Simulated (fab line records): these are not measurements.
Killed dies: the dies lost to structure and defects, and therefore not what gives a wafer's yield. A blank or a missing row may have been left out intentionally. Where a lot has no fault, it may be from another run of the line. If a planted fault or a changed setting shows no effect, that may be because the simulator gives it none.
Matching of chambers	flow n5Finfet	4 sister chambers for N5_MOL_CONTACT_COAG_ALD_27 on aldSin-04
The step deposits SiOC, target thk 17 nm, pulse time 1.5 s, time 2720 s. 14 wafers are shown with their chamber, then 7 later ones without.

== WAFERS, EACH WITH ITS CHAMBER ==
wafer	chamber	heaterPowerW (W)	precursorPulseHeightRel
L076.1	1	851	0.964
L076.5	2	1028	1.015
L076.6	1	865	0.983
L079.1	3	740	0.948
L079.2	0	725	0.980
L079.3	1	859	1.040
L082.1	1	858	1.005
L082.2	3	753	0.983
L082.5	3	731	0.996
L088.1	2	998	1.030
L088.2	0	709	1.019
L088.4	1	845	1.000
L089.1	1	832	0.973
L089.3	0	700	1.004

SIGNATURES, as means of the wafers listed above
reading	chamber 0	chamber 1	chamber 2	chamber 3	scatter within a chamber
heaterPowerW	711.33	851.67	1013.00	741.33	13.1
precursorPulseHeightRel	1.00100	0.99417	1.02250	0.97567	0.0242
Rule: distance of a wafer from a chamber = root of the sum over the readings of ((wafer's reading minus chamber's mean) / reading's scatter) squared. If the next closest chamber is less than 2 further off than the closest, the wafer can't be placed; otherwise it belongs to the closest. The scatter: the root of (the sum of the squares of (reading less its chamber's mean) over the shown wafers, divided by (wafers less chambers)).

== WAFERS WHOSE CHAMBER IS MISSING ==
wafer	heaterPowerW (W)	precursorPulseHeightRel
L089.5	709	1.029
L092.3	691	0.982
L092.4	747	0.963
L092.5	692	1.013
L095.1	847	0.988
L095.5	837	1.014
L095.6	714	1.026

== EACH ONE'S CHAMBER ==
wafer	from the rows above	in truth
L089.5	0	0
L092.3	0	0
L092.4	3	3
L092.5	0	0
L095.1	1	1
L095.5	1	1
L095.6	can't be placed: 0 or 3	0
Correct placement for 6 of the 7. Not placeable from these rows: 1 (in 1, the candidates include the true chamber). 0 placed wrongly.
